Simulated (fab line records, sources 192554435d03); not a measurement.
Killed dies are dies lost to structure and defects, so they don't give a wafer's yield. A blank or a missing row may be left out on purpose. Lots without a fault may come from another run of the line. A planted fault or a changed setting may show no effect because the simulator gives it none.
Chamber matching | flow n5_finfet | N5_BEOL_M1_ALD_84 on ald_metal-04: 4 sister chambers
The step deposits TaN, pulse time 2 s, purge time 3 s, co reactant purge time 2 s. 20 wafers are shown with their chamber, then 10 later ones without.

WAFERS WITH THEIR CHAMBER
wafer  | chamber | heater_power_w (W) | precursor_vessel_carrier_sccm (sccm) | chamber_pressure_Torr (Torr)
L077.1 | 3       | 436                | 1005                                 | 3.000
L077.4 | 1       | 452                | 1008                                 | 3.016
L077.6 | 1       | 455                | 1002                                 | 3.006
L078.1 | 1       | 443                | 999                                  | 3.006
L078.3 | 0       | 396                | 998                                  | 3.013
L078.6 | 1       | 463                | 1001                                 | 3.002
L079.1 | 0       | 400                | 997                                  | 2.988
L079.2 | 1       | 446                | 998                                  | 2.995
L079.3 | 3       | 444                | 1002                                 | 2.999
L082.1 | 2       | 408                | 1000                                 | 3.000
L082.5 | 0       | 398                | 997                                  | 2.992
L082.6 | 2       | 406                | 995                                  | 2.994
L083.2 | 3       | 457                | 999                                  | 2.989
L083.3 | 2       | 405                | 1001                                 | 2.996
L083.4 | 3       | 455                | 1004                                 | 2.997
L088.1 | 3       | 442                | 1000                                 | 3.015
L088.2 | 1       | 448                | 1000                                 | 3.004
L088.5 | 3       | 465                | 1001                                 | 3.006
L091.1 | 0       | 388                | 1001                                 | 2.997
L091.3 | 1       | 448                | 998                                  | 2.992

SIGNATURES (means of the wafers above)
reading                       | chamber 0 | chamber 1 | chamber 2 | chamber 3 | scatter within a chamber
heater_power_w                | 395.50    | 450.71    | 406.33    | 449.83    | 7.71
precursor_vessel_carrier_sccm | 998.25    | 1000.86   | 998.67    | 1001.83   | 2.86
chamber_pressure_Torr         | 2.99750   | 3.00300   | 2.99667   | 3.00100   | 0.00844
Rule: a wafer's distance from a chamber is the root of the sum, over the readings, of the square of ((its reading less the chamber's mean) divided by the reading's scatter). The wafer belongs to the nearest chamber; if the next one is less than 2 further off, it can't be placed. The scatter: the root of (the sum of the squares of (reading less its chamber's mean) over the shown wafers, divided by (wafers less chambers)).

WAFERS WITHOUT THEIR CHAMBER
wafer  | heater_power_w (W) | precursor_vessel_carrier_sccm (sccm) | chamber_pressure_Torr (Torr)
L091.6 | 455                | 997                                  | 2.995
L093.3 | 400                | 1000                                 | 3.005
L093.4 | 442                | 1001                                 | 2.988
L093.5 | 452                | 1001                                 | 3.005
L096.1 | 411                | 1001                                 | 3.003
L096.2 | 446                | 1005                                 | 2.997
L096.6 | 404                | 997                                  | 3.004
L095.1 | 408                | 998                                  | 3.007
L095.2 | 395                | 992                                  | 2.992
L095.5 | 456                | 997                                  | 2.989

WHICH CHAMBER EACH WENT THROUGH
wafer  | from the rows above     | in truth
L091.6 | can't be placed: 1 or 3 | 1
L093.3 | can't be placed: 0 or 2 | 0
L093.4 | can't be placed: 3 or 1 | 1
L093.5 | can't be placed: 1 or 3 | 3
L096.1 | can't be placed: 2 or 0 | 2
L096.2 | can't be placed: 3 or 1 | 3
L096.6 | can't be placed: 2 or 0 | 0
L095.1 | can't be placed: 2 or 0 | 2
L095.2 | can't be placed: 0 or 2 | 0
L095.5 | can't be placed: 1 or 3 | 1
Placed correctly: 0 of 10. Can't be placed from these rows: 10 (the true chamber is among the candidates in 10). Placed wrongly: 0.
